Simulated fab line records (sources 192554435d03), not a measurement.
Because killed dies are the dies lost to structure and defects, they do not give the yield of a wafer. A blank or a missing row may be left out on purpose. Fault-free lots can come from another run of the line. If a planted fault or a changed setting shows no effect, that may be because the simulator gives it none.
fab line records	flow n5-finfet
record: lots: 9	wafers: 27	last-day: 17
route steps=1938 shown BEOL_M6@1232
lots that met no fault: from a run of the same line without faults
start-h: hours from the record's first day to the start of the lot's first wafer shown	wait-h: hours from the lot's prior step to this one	" as in the row above	L1.1+2: one row covering several wafers at once	- no value present, or no start provided	* or withheld: withheld	< > ~ a bound
route shown NAME@n: NAME is a module with steps in the file, n the number in the route of the first one	usual: mean and standard deviation over wafers with no fault	same: alike in all rows	chamber/n: place in a boat	sites: readings site by site	_std_site: how widely they spread, as a standard deviation	_edge_site: inner sites' mean taken away from outer sites' mean	radius-mm: for every site, how far away it sits from the centre of the wafer	mask NAME#n: copy n	behind: the last tool/chamber to shape the wafer	hold: what put the lot on hold/how long, in hours/how the hold closed	device: the n, p or np transistor that did not switch	end of line: the same wafers' tests at the end of the route	for a step that has no rows: nothing shown but its recipe	killed: dies that structure and defects cost at the first sort, which is not the same as the wafer's yield	map: a wafer's dies, x killed, . not, _ none there
set.NAME: the setting that was run; set.NAME@STEP: the one run at that earlier step	model.NAME: the simulator's own value behind a step, which no gauge read
one table for each step of the route and one row for each wafer, over a sample of lots
services: when a tool's chamber went out of use (start-h, in hours from the record's first day, below 0 if earlier), for how many hours, and the reason
== steps ==
step: N5_BEOL_M6_ETCH_65
recipe: chemistry: CF4	target: SiARC	target-depth-a: 156	mask-material: CAR-EUV	time-s: 26	ion-energy-ev: 80	pressure-mtorr: 40	source-w: 545	bias-w: 36	Ar_flow_sccm: 100	cf4-flow-sccm: 100	ends: cleared
usual: bias-w: 36.00/0.1	cf4-flow-sccm: 100.06/0.3	drypump-motor-current-A: 5.4/0.47	etch-rf-on-time-s: 26.0/0.53	oes-product-au: 0.66/0.058	rf-vpp-V: 183.9/1.1	showerhead-plenum-p-Torr: 2.13/0.07	throttle-valve-pct: 15.64/0.25
lot.wafer	tool	chamber	start-h	wait-h	bias-w	cf4-flow-sccm	drypump-motor-current-A	etch-rf-on-time-s	oes-product-au	rf-hours-counter-h	rf-vpp-V	showerhead-plenum-p-Torr	throttle-valve-pct
L537.2	rie-diel-03	1	176.25	0.0	35.98	99.79	4.8	26.1	0.68	99	184.1	2.08	15.25
L537.3	"	2	"	"	36.08	100.09	5.7	26.3	0.61	209	183.3	2.05	15.88
L537.5	"	0	"	"	36.09	99.98	6.2	25.3	0.60	-	184.4	2.20	15.86
L539.1	rie-diel-06	1	191.42	0.0	35.94	99.68	5.3	26.3	0.67	106	184.6	2.17	15.64
L539.4	"	2	"	"	36.25	100.04	5.2	25.1	0.69	-	183.9	2.06	15.65
L539.6	"	1	"	"	35.95	100.41	5.3	26.2	0.67	-	184.2	2.17	15.64
L544.2	rie-diel-06	3	215.72	0.0	36.16	100.26	4.9	26.9	0.67	92	182.8	2.07	15.23
L544.4	"	1	"	"	36.05	100.43	5.4	26.6	0.66	115	184.6	2.17	15.67
L544.5	"	1	"	"	36.06	100.37	5.4	26.4	0.66	-	184.8	2.17	15.64
L545.1	rie-diel-06	1	225.50	0.0	36.09	99.55	5.4	26.6	0.65	119	183.1	2.17	15.66
L545.3	"	0	"	"	35.94	99.91	5.0	26.0	0.62	202	184.5	2.21	15.85
L545.6	"	1	"	"	36.03	99.70	5.4	26.1	0.65	-	183.6	2.17	15.65
L556.4	rie-diel-03	2	285.17	0.0	35.94	100.34	5.8	26.4	0.58	-	181.9	2.04	15.95
L556.5	"	3	"	"	35.74	100.09	5.8	26.3	0.74	-	183.3	2.17	15.58
L556.6	"	1	"	"	35.87	100.34	4.8	26.7	0.65	-	183.4	2.06	15.32
L557.2	rie-diel-06	3	309.23	0.0	35.87	99.95	4.9	26.9	0.65	124	182.2	2.06	15.31
L557.3	"	0	"	"	35.87	100.01	5.0	26.1	0.59	233	185.1	2.19	15.93
L557.4	"	2	"	"	36.04	100.66	5.2	25.5	0.65	160	183.7	2.05	15.73
L558.1	rie-diel-06	2	313.80	0.0	36.05	100.01	5.2	25.1	0.65	161	183.7	2.05	15.74
L558.4	"	3	"	"	36.16	100.14	4.9	26.8	0.65	126	184.3	2.06	15.31
L558.5	"	3	"	"	36.14	100.47	4.9	26.6	0.65	-	182.8	2.06	15.31
L559.1	rie-diel-06	3	316.65	0.0	35.91	99.85	4.9	26.7	0.65	127	183.5	2.06	15.29
L559.2	"	1	"	"	35.89	100.17	5.4	26.3	0.64	149	184.6	2.16	15.74
L559.6	"	1	"	"	35.90	100.22	5.4	26.2	0.64	-	184.0	2.15	15.73
L560.1	rie-diel-06	2	319.19	0.0	36.01	99.59	5.2	25.1	0.65	163	183.5	2.05	15.75
L560.3	"	1	"	"	36.03	100.48	5.3	26.5	0.62	150	183.3	2.15	15.73
L560.5	"	1	"	"	35.97	100.27	5.3	26.3	0.64	-	183.5	2.15	15.72
step: N5_BEOL_M6_ETCH_66
recipe: chemistry: N2/H2	target: SOC	target-depth-a: 800	overetch-a: 160	mask-material: SiARC	temp-c: 40	time-s: 120	ion-energy-ev: 200	pressure-mtorr: 30	source-w: 840	bias-w: 150	n2-flow-sccm: 200	h2-flow-sccm: 200
usual: bias-w: 150.0/0.5	drypump-motor-current-A: 5.5/0.47	oes-product-au: 0.60/0.05	rf-vpp-V: 523.5/2.4	showerhead-plenum-p-Torr: 2.53/0.085	throttle-valve-pct: 17.87/0.24
lot.wafer	tool	chamber	start-h	wait-h	bias-w	drypump-motor-current-A	oes-product-au	rf-hours-counter-h	rf-vpp-V	showerhead-plenum-p-Torr	throttle-valve-pct
L537.2	rie-diel-03	1	176.28	0.0	149.4	4.9	0.62	99	522.7	2.45	17.40
L537.3	"	2	"	"	150.1	5.8	0.55	209	519.8	2.41	17.99
L537.5	"	0	"	"	150.0	6.3	0.53	-	525.9	2.62	18.11
L539.1	rie-diel-06	1	191.44	0.0	149.9	5.4	0.60	106	523.8	2.55	17.71
L539.4	"	2	"	"	149.7	5.2	0.61	-	520.8	2.46	18.02
L539.6	"	1	"	"	149.4	5.4	0.60	-	524.2	2.55	17.70
L544.2	rie-diel-06	3	215.75	0.0	149.8	4.9	0.62	92	520.7	2.47	17.72
L544.4	"	1	"	"	150.5	5.3	0.59	115	525.1	2.54	17.73
L544.5	"	1	"	"	150.1	5.4	0.60	-	523.7	2.54	17.74
L545.1	rie-diel-06	1	225.53	0.0	150.0	5.4	0.59	119	524.7	2.54	17.75
L545.3	"	0	"	"	149.7	5.1	0.55	202	526.9	2.63	18.21
L545.6	"	1	"	"	150.0	5.4	0.60	-	523.3	2.54	17.74
L556.4	rie-diel-03	2	285.22	0.0	149.6	5.7	0.52	-	521.2	2.39	18.06
L556.5	"	3	"	"	150.3	5.8	0.66	-	523.7	2.57	17.74
L556.6	"	1	"	"	151.0	4.8	0.59	-	522.1	2.44	17.44
L557.2	rie-diel-06	3	309.26	0.0	150.8	4.9	0.59	124	522.0	2.46	17.76
L557.3	"	0	"	"	150.3	5.0	0.53	233	525.9	2.62	18.24
L557.4	"	2	"	"	150.1	5.2	0.58	160	520.4	2.44	18.08
L558.1	rie-diel-06	2	313.83	0.0	149.9	5.2	0.58	161	521.7	2.44	18.11
L558.4	"	3	"	"	150.2	4.9	0.60	126	520.6	2.46	17.76
L558.5	"	3	"	"	150.0	4.9	0.59	-	520.1	2.46	17.77
L559.1	rie-diel-06	3	316.68	0.0	150.6	4.9	0.59	127	521.3	2.46	17.76
L559.2	"	1	"	"	150.7	5.3	0.57	149	523.4	2.53	17.78
L559.6	"	1	"	"	150.7	5.3	0.58	-	524.3	2.53	17.78
L560.1	rie-diel-06	2	319.21	0.0	150.1	5.2	0.57	163	520.2	2.44	18.10
L560.3	"	1	"	"	150.7	5.4	0.57	150	524.4	2.53	17.78
L560.5	"	1	"	"	150.6	5.4	0.58	-	524.1	2.53	17.78
step: N5_BEOL_M6_TRENCH_ETCH_37
recipe: chemistry: C4F6/O2	target-depth-a: 944.35	target: SiCOH_lowk	time-s: 31.5	ion-energy-ev: 250	pressure-mtorr: 30	source-w: 345	bias-w: 185	Ar_flow_sccm: 300	C4F6_flow_sccm: 10	O2_flow_sccm: 10
usual: bias-w: 185.1/0.6	drypump-motor-current-A: 5.5/0.47	oes-product-au: 0.78/0.068	rf-vpp-V: 667/9.2	showerhead-plenum-p-Torr: 2.83/0.093	throttle-valve-pct: 20.94/0.24
lot.wafer	tool	chamber	start-h	wait-h	bias-w	drypump-motor-current-A	oes-product-au	rf-hours-counter-h	rf-vpp-V	showerhead-plenum-p-Torr	throttle-valve-pct
L537.2	rie-diel-03	1	176.47	-	183.7	4.8	0.80	99	664	2.78	20.66
L537.3	"	2	"	"	183.8	5.8	0.70	209	668	2.72	21.16
L537.5	"	0	"	"	185.4	6.3	0.70	-	667	2.92	21.07
L539.1	rie-diel-06	1	191.64	-	185.7	5.4	0.79	106	679	2.88	20.98
L539.4	"	2	"	"	185.5	5.2	0.80	-	674	2.74	20.98
L539.6	"	1	"	"	185.4	5.4	0.78	-	678	2.88	20.98
L544.2	rie-diel-06	3	215.94	-	184.9	4.9	0.80	92	674	2.75	20.53
L544.4	"	1	"	"	149.9	5.4	0.75	116	571	2.88	20.99
L544.5	"	1	"	"	149.6	5.4	0.75	-	572	2.88	20.99
L545.1	rie-diel-06	1	225.72	-	148.8	5.4	0.75	119	572	2.88	21.00
L545.3	"	0	"	"	184.7	5.1	0.72	202	650	2.93	21.14
L545.6	"	1	"	"	148.7	5.4	0.75	-	571	2.88	21.01
L556.4	rie-diel-03	2	285.39	-	186.2	5.8	0.67	-	668	2.71	21.21
L556.5	"	3	"	"	184.4	5.8	0.86	-	669	2.88	20.90
L556.6	"	1	"	"	185.5	4.9	0.76	-	665	2.76	20.71
L557.2	rie-diel-06	3	309.45	-	184.5	4.9	0.77	124	675	2.73	20.57
L557.3	"	0	"	"	185.2	5.0	0.69	233	652	2.91	21.18
L557.4	"	2	"	"	186.0	5.2	0.77	160	672	2.72	21.04
L558.1	rie-diel-06	2	314.02	-	184.9	5.2	0.76	161	673	2.72	21.04
L558.4	"	3	"	"	185.2	4.9	0.76	126	675	2.73	20.59
L558.5	"	3	"	"	185.6	4.9	0.77	-	673	2.73	20.59
L559.1	rie-diel-06	3	316.87	-	185.5	4.9	0.77	127	674	2.73	20.60
L559.2	"	1	"	"	185.0	5.4	0.75	149	678	2.86	21.06
L559.6	"	1	"	"	185.6	5.4	0.74	-	678	2.86	21.07
L560.1	rie-diel-06	2	319.41	-	186.7	5.2	0.76	164	672	2.72	21.06
L560.3	"	1	"	"	185.6	5.4	0.74	150	676	2.86	21.07
L560.5	"	1	"	"	185.3	5.4	0.75	-	677	2.86	21.07
step: N5_BEOL_M6_OCD_MEAS_38
usual: trench-depth-nm: 94.1/1.5
lot.wafer	tool	chamber	start-h	wait-h	trench-depth-nm
L537.2	ocd-02	-	176.63	-	93.8
L537.3	"	-	"	"	92.2
L537.5	"	-	"	"	95.0
L539.1	ocd-01	-	191.79	-	93.2
L539.4	"	-	"	"	95.7
L539.6	"	-	"	"	93.6
L544.2	ocd-01	-	216.10	-	93.0
L544.4	"	-	"	"	88.3
L544.5	"	-	"	"	88.1
L545.1	ocd-01	-	225.88	-	90.1
L545.3	"	-	"	"	95.4
L545.6	"	-	"	"	90.0
L556.4	ocd-01	-	285.54	-	92.1
L556.5	"	-	"	"	93.5
L556.6	"	-	"	"	92.3
L557.2	ocd-02	-	309.61	-	92.5
L557.3	"	-	"	"	92.5
L557.4	"	-	"	"	96.5
L558.1	ocd-01	-	314.17	-	96.3
L558.4	"	-	"	"	92.7
L558.5	"	-	"	"	92.8
L559.1	ocd-02	-	317.03	-	92.7
L559.2	"	-	"	"	94.2
L559.6	"	-	"	"	93.9
L560.1	ocd-02	-	319.56	-	96.4
L560.3	"	-	"	"	93.3
L560.5	"	-	"	"	93.9
step: N5_BEOL_M6_SURFACE_TREAT_79
recipe: gas: Ar	time-s: *	ion-energy-ev: *	ion-current-ma-cm2: 0.5	pressure-mtorr: *	ar-flow-sccm: 30
usual: throttle-valve-pct: *
lot.wafer	tool	chamber	start-h	wait-h	throttle-valve-pct
L537.2	pvd-sputter-01	-	177.93	0.2	*
L537.3	"	-	"	"	*
L537.5	"	-	"	"	*
L539.1	pvd-sputter-03	-	193.23	0.3	*
L539.4	"	-	"	"	*
L539.6	"	-	"	"	*
L544.2	pvd-sputter-03	-	217.39	0.2	*
L544.4	"	-	"	"	*
L544.5	"	-	"	"	*
L545.1	pvd-sputter-03	-	227.16	0.5	*
L545.3	"	-	"	"	*
L545.6	"	-	"	"	*
L556.4	pvd-sputter-02	-	286.82	0.2	*
L556.5	"	-	"	"	*
L556.6	"	-	"	"	*
L557.2	pvd-sputter-03	-	311.15	0.2	*
L557.3	"	-	"	"	*
L557.4	"	-	"	"	*
L558.1	pvd-sputter-03	-	316.86	0.3	*
L558.4	"	-	"	"	*
L558.5	"	-	"	"	*
L559.1	pvd-sputter-02	-	319.86	0.2	*
L559.2	"	-	"	"	*
L559.6	"	-	"	"	*
L560.1	pvd-sputter-02	-	320.94	0.2	*
L560.3	"	-	"	"	*
L560.5	"	-	"	"	*
== services ==
tool	chamber	start-h	hours	kind
rie-diel-03	0	187.82	10.9	repair
rie-diel-06	0	188.36	17.2	repair
rie-diel-03	1	213.27	14.2	repair
rie-diel-03	0	218.88	6.2	repair
rie-diel-06	1	254.91	6.7	repair
rie-diel-06	3	258.08	2.7	repair
rie-diel-03	0	272.04	-	clean
rie-diel-03	0	272.04	-	consumable-replace:focus-ring
rie-diel-03	0	272.04	22.2	scheduled-down
rie-diel-03	0	272.04	22.2	vent-cycle
pvd-sputter-03	-	278.15	5.5	repair
rie-diel-03	2	294.28	-	clean
rie-diel-03	2	294.28	-	consumable-replace:focus-ring
rie-diel-03	2	294.28	-	consumable-replace:showerhead
rie-diel-03	2	294.28	25.3	scheduled-down
rie-diel-03	2	294.28	25.3	vent-cycle
pvd-sputter-02	-	294.67	5.9	repair
pvd-sputter-01	-	310.24	2.1	repair
== key ==
first-sign: step: N5_BEOL_M6_TRENCH_ETCH_37	reading: bias-w	direction: down	sigmas: 59	usual: *	struck: *
effect: step: N5_BEOL_M6_TRENCH_ETCH_37	reading: rf-vpp-V	direction: down	sigmas: 10	usual: 667	struck: 571
effect: step: N5_BEOL_M6_OCD_MEAS_38	reading: trench-depth-nm	direction: down	sigmas: 3.3	usual: 94.1	struck: 89.1
met-at N5_BEOL_M6_TRENCH_ETCH_37
struck-lots L544,L545
struck-wafers L544.4,L544.5,L545.1,L545.6
not-acting-at N5_BEOL_M6_ETCH_65,N5_BEOL_M6_ETCH_66,N5_BEOL_M6_SURFACE_TREAT_79
onset-between 191.64 215.94
fault: kind: process-parameter-drift	tool: rie-diel-06	chamber: 1	onset-h: 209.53	steps: N5_BEOL_M6_TRENCH_ETCH_37	channel: bias-w	offset: *	shape: step	end-h: 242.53	acts-in: *	stated: *
